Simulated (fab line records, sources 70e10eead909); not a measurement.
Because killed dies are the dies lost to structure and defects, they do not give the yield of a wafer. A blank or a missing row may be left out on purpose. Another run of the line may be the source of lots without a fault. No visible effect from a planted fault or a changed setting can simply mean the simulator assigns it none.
Chamber matching | flow nand harc | 4 sister chambers for NHARC_A_STAIRCASE_DESCUM_168 on rie diel-05
The step chemistry O2, time 3 s. 8 wafers are shown with their chamber, then 11 later ones without.

WAFERS WITH THEIR CHAMBER
wafer  | chamber | drypump motor current A (A) | showerhead plenum p Torr (Torr)
L083.3 | 0       | 6.2                         | 1.99
L083.6 | 1       | 5.5                         | 2.02
L086.4 | 1       | 5.4                         | 2.02
L086.6 | 3       | 5.5                         | 1.88
L090.1 | 2       | 5.3                         | 1.97
L090.2 | 0       | 6.2                         | 1.98
L090.3 | 3       | 5.5                         | 1.87
L091.2 | 2       | 5.3                         | 1.97

WAFERS MISSING THEIR CHAMBER
wafer  | drypump motor current A (A) | showerhead plenum p Torr (Torr)
L091.4 | 5.5                         | 2.01
L091.5 | 5.5                         | 1.87
L093.1 | 6.2                         | 1.98
L093.2 | 5.5                         | 1.87
L093.4 | 5.5                         | 2.01
L092.2 | 5.3                         | 1.97
L092.4 | 5.5                         | 2.01
L092.5 | 5.3                         | 1.97
L096.2 | 5.5                         | 1.87
L096.4 | 6.2                         | 1.97
L096.6 | 5.3                         | 1.96

CHAMBER TAKEN BY EACH
wafer  | from the rows above | in truth
L091.4 | 1                   | 1
L091.5 | 3                   | 3
L093.1 | 0                   | 0
L093.2 | 3                   | 3
L093.4 | 1                   | 1
L092.2 | 2                   | 2
L092.4 | 1                   | 1
L092.5 | 2                   | 2
L096.2 | 3                   | 3
L096.4 | 0                   | 0
L096.6 | 2                   | 2
Placed correctly: 11 of 11. Number that these rows cannot place: 0. 0 placed wrongly.
How it was worked out, from the rows above alone: a wafer's distance from a chamber is the root of the sum, over the readings, of the square of ((its reading less the chamber's mean) divided by the reading's scatter). If the next closest chamber is less than 2 further off than the closest, the wafer can't be placed; otherwise it belongs to the closest. The mean given for a chamber averages the wafers shown for that chamber. The scatter: the root of (the sum of the squares of (reading less its chamber's mean) over the shown wafers, divided by (wafers less chambers)).
